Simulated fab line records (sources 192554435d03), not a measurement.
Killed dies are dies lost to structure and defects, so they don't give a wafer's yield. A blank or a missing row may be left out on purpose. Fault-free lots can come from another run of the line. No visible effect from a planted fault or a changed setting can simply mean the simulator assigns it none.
A lot that was struck, set against a sound lot    flow n5_finfet    26 out of 1938 route steps
Sound: these wafers, L315.1, L315.2, L315.3. Wafers L330.4, L330.6 were the ones struck. At the end, the cause is stated.
For every step that has rows: the tool of each side, followed by ch and its chambers, followed by its first start. Under that, the readings that differ: sound wafers    struck wafers    difference of the means    sigmas: that difference in standard deviations of wafers without a fault.
alike: readings with means less than 2 such deviations apart, plus words and numbers identical on both sides. not compared: withheld readings, readings lacking a value on some wafer, bounds such as >300 that could conceal the same value, and numbers that have no deviation in the record and whose values overlap.
Wherever a step has rows on one side only, a row that says differs or no value, or a row with sigmas, the two part there. Non-overlapping numbers with no deviation appear without sigmas and do not part them. A reading missing from all wafers of one side parts the sides only when that side holds two or more wafers.

first, 1 step without rows for these wafers: N5_BEOL_M0_WET_ETCH_106 (etches SiO2 in DHF, target depth 130 nm, rinse time 30 s).
N5_BEOL_M0_ETCH_128: etches SiCN in CF4/N2, target depth 12 nm, overetch 5.1 nm, time 21.4 s.
  sound on rie_diel-02 ch 0,1,3, day 6 11:47; struck on rie_diel-04 ch 0,2, day 10 06:34
reading                 sound        struck  difference                     sigmas
rf_hours_counter_h (h)  128 178 149  - -     no value on the struck wafers  
  alike: drypump_motor_current_A, oes_product_au, rf_vpp_V, showerhead_plenum_p_Torr, throttle_valve_pct
then, 2 steps without rows for these wafers: N5_BEOL_M0_TRENCH_ETCH_107 (etches SiOC in C4F6/O2, target depth 32.8 nm, time 16.4 s); N5_BEOL_M0_STRIP_142 (strips in N2/H2, time 10 s).
N5_BEOL_M0_OCD_MEAS_108:
  sound: ocd-01 at day 6 11:56; struck: ocd-01 at day 10 06:42
  alike: trench_depth_nm
then, 7 steps without rows for these wafers: N5_BEOL_M0_HM_STRIP_129 (strips TiN in peroxide tin strip, target depth 17 nm, time 108 s); N5_BEOL_M0_SRD_130 (time 30 s); N5_BEOL_M0_ETCH_109 (etches SiCN in CH3F/O2, target depth 8 nm, overetch 2.4 nm, time 27.4 s); N5_BEOL_M0_STRIP_139 (strips in post etch residue remover, time 60 s); N5_BEOL_M0_SRD_111 (time 30 s); N5_BEOL_M0_DEGAS_112 (time 60 s); N5_BEOL_M0_PRE_CLEAN_113 (time 30 s).
N5_BEOL_M0_ALD_136: deposits TaN, pulse time 2 s, purge time 3 s, co reactant purge time 2 s.
  sound on ald_metal-04 ch 0,1,3, day 6 12:40; struck on ald_metal-03 ch 0,1, day 10 07:23
reading               sound                 struck   difference                     sigmas
ald_cycles            30 30 30              25 25    -5                             
heater_power_w (W)    421 439 451           332 358  -92                            -2
susceptor_temp_C (C)  274.85 275.13 274.86  - -      no value on the struck wafers  
  alike: mfc_carrier_sccm
  not compared: model.TaN_of_BEOL_M0_ALD_136.thk_nm
N5_BEOL_M0_SURFACE_TREAT_137:
  sound: pvd_sputter-02 at day 6 13:08; struck: pvd_sputter-02 at day 10 07:38
  not compared: throttle_valve_pct
then, 2 steps without rows for these wafers: N5_BEOL_M0_CVD_115 (deposits Co from CCTBA/H2, time 120 s); N5_BEOL_M0_SPUTTER_116 (material Cu, target thk 4 nm, time 7.37 s).
N5_BEOL_M0_ANNEAL_117: time 60 s.
  sound: pvd_sputter-02 at day 6 13:38; struck: pvd_sputter-02 at day 10 08:02
  alike: heater_power_w, susceptor_temp_C, susceptor_temp_C_max
then, 2 steps without rows for these wafers: N5_BEOL_M0_SPUTTER_132 (material Cu, target thk 4 nm, time 7.37 s); N5_BEOL_M0_ANNEAL_133 (time 60 s).
N5_BEOL_M0_SPUTTER_134: material Cu, target thk 4 nm, time 7.37 s.
  sound: pvd_sputter-02 at day 6 13:47; struck: pvd_sputter-02 at day 10 08:12
  alike: chamber_pressure_pa, susceptor_temp_C, throttle_valve_pct
then, 1 step without rows for these wafers: N5_BEOL_M0_ANNEAL_135 (time 60 s).
N5_BEOL_M0_SPUTTER_141: material Cu, target thk 4 nm, time 7.37 s.
  sound: pvd_sputter-02 at day 6 13:55; struck: pvd_sputter-02 at day 10 08:19
  alike: chamber_pressure_pa, susceptor_temp_C, throttle_valve_pct
then, 2 steps without rows for these wafers: N5_BEOL_M0_ECD_118 (material Cu, target thk 300 nm); N5_BEOL_M0_ANNEAL_119 (time 90 s).
N5_BEOL_M0_CMP_120: polishes, stops on SiOC, t overpolish 6.9 s.
  sound on cmp-03 ch 0,2,3, day 6 14:39; struck on cmp-03 ch 0,3, day 10 08:55
reading                       sound           struck     difference  sigmas
barrier_field_endpoint_s (s)  3.79 3.72 3.80  3.15 3.12  -0.64       -5
  alike: motor_current_A
-- the record jumps here: 6 days lie between the struck wafers' starts before and after (it left off in module BEOL_M0 and takes up again in module BEOL_M4, whose first step shown is number 1111 of the route) --
N5_BEOL_M4_RC_MEAS_101:
  sound on prober-01 ch 0, day 10 12:23; struck on prober-01 ch 0, day 16 16:45
  alike: DIBL_N, DIBL_P, IOFF_N, IOFF_P, ION_N, ION_P, SS_N, SS_P, VT_N, VT_P

## WHERE THEY PART
Earliest at N5_BEOL_M0_ETCH_128; latest, in this record, at N5_BEOL_M0_CMP_120. Later steps at which nothing parts them and some readings are alike: N5_BEOL_M4_RC_MEAS_101.

WHY: what the simulator had put in
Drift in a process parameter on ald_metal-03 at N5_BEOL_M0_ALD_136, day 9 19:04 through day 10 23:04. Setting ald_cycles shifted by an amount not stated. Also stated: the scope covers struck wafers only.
